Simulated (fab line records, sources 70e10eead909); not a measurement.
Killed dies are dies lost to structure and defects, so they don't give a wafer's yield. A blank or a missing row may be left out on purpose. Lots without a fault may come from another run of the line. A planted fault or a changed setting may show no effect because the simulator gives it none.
A struck lot beside a sound one | flow nand_harc | 15 steps out of a route of 1302
Sound: wafers L617.1, L617.2, L617.6. Struck: wafer L612.6. (L612.2, L612.4 of the same lot were not struck and are left out.) The cause comes at the end.
At each step with rows: each side's tool, then ch and its chambers, then its first start. Under that, the readings that differ: sound wafers | struck wafers | difference of the means | sigmas: that difference in standard deviations of wafers without a fault.
alike: readings whose means differ by less than 2 such deviations, and words and numbers that are the same on both sides. not compared: withheld readings, readings that some wafer has no value for, bounds like >300 that may hide the same value, and numbers for which the record gives no deviation and whose values overlap.
The two part at a step that has a row with sigmas, a row that says differs or no value, or rows on one side only. Numbers that don't overlap but have no deviation are shown without sigmas and don't part them. A reading that every wafer of one side lacks parts them only if that side has two wafers or more.

NHARC_A_M1_INSPECT_11:
  sound on defect_inspect-01, day 30 08:03; struck on defect_inspect-01, day 28 04:00
  alike: raw_defect_count
NHARC_A_M1_DESCUM_14: chemistry O2, time 3 s.
  sound on rie_diel-08 ch 1,2,3, day 30 08:07; struck on rie_diel-01 ch 3, day 28 04:04
  reading                         | sound          | struck | difference | sigmas
  drypump_motor_current_A (A)     | 6.7 5.8 6.0    | 4.7    | -1.5       | -2
  showerhead_plenum_p_Torr (Torr) | 1.78 1.77 1.77 | 1.98   | +0.21      | +2
  alike: oes_product_au, rf_vpp_V, throttle_valve_pct
  not compared: rf_hours_counter_h
then, 1 step without rows for these wafers: NHARC_A_M1_ETCH_35 (etches the open film in N2/H2, target depth 40 nm, overetch 12 nm, time 43.94 s).
NHARC_A_M1_ETCH_15: etches the open film in C4F8/Ar, target depth 182.5 nm, time 91.2 s.
  sound on rie_diel-08 ch 0,2,3; struck on rie_diel-01 ch 1
  reading               | sound             | struck | difference | sigmas
  oes_product_au (a.u.) | 0.927 0.920 0.931 | 0.971  | +0.045     | +2
  alike: rf_vpp_V
  not compared: rf_hours_counter_h
NHARC_A_M1_CD_MEAS_16:
  sound on cd_sem-03, day 30 08:25; struck on cd_sem-01, day 28 04:22
  alike: cd_nm
then, 1 step without rows for these wafers: NHARC_A_M1_STRIP_18 (strips in N2/H2).
NHARC_A_M1_ETCH_28: etches the open film in CF4/N2, target depth 30 nm, time 72.99 s.
  sound on rie_diel-01 ch 0,1,3; struck on rie_diel-08 ch 2
  reading      | sound             | struck | difference | sigmas
  rf_vpp_V (V) | 316.3 315.4 313.0 | 308.7  | -6.2       | -3
  alike: drypump_motor_current_A, oes_product_au, showerhead_plenum_p_Torr, throttle_valve_pct
  not compared: rf_hours_counter_h
then, 2 steps without rows for these wafers: NHARC_A_M1_STRIP_19 (strips in post etch residue remover, time 600 s); NHARC_A_M1_DEGAS_29 (time 60 s).
NHARC_A_M1_PRE_CLEAN_30: time 30 s.
  sound on pvd_sputter-01; struck on pvd_sputter-02
  reading            | sound       | struck | difference | sigmas
  heater_power_w (W) | 476 510 415 | 382    | -85        | -2
then, 1 step without rows for these wafers: NHARC_A_M1_PVD_20 (deposits TaN, target thk 5 nm, time 8.06 s).
NHARC_A_M1_PVD_21: deposits Cu, target thk 30 nm, time 20.49 s.
  sound on pvd_sputter-01; struck on pvd_sputter-02
  reading                | sound          | struck | difference | sigmas
  throttle_valve_pct (%) | 28.0 29.5 30.0 | 32.0   | +2.8       | +2
NHARC_A_M1_ECD_22: material Cu, target thk 400 nm.
  sound on ecd_cu-02 ch 0,1, day 30 09:34; struck on ecd_cu-01 ch 0,1, day 28 05:30
then, 1 step without rows for these wafers: NHARC_A_M1_ANNEAL_31 (time 90 s).
NHARC_A_M1_CMP_23: polishes, t overpolish 20 s, target thk 154.34 nm.
  sound on cmp-03 ch 0,2, day 30 10:19; struck on cmp-01 ch 3, day 28 06:12
  reading                | sound          | struck | difference | sigmas
  time_to_endpoint_s (s) | 29.6 25.2 30.7 | 14.9   | -13.6      | -6
  alike: motor_current_A

WHERE THEY PART
First at NHARC_A_M1_DESCUM_14; last, within this record, at NHARC_A_M1_CMP_23.

WHY: what the simulator had put in
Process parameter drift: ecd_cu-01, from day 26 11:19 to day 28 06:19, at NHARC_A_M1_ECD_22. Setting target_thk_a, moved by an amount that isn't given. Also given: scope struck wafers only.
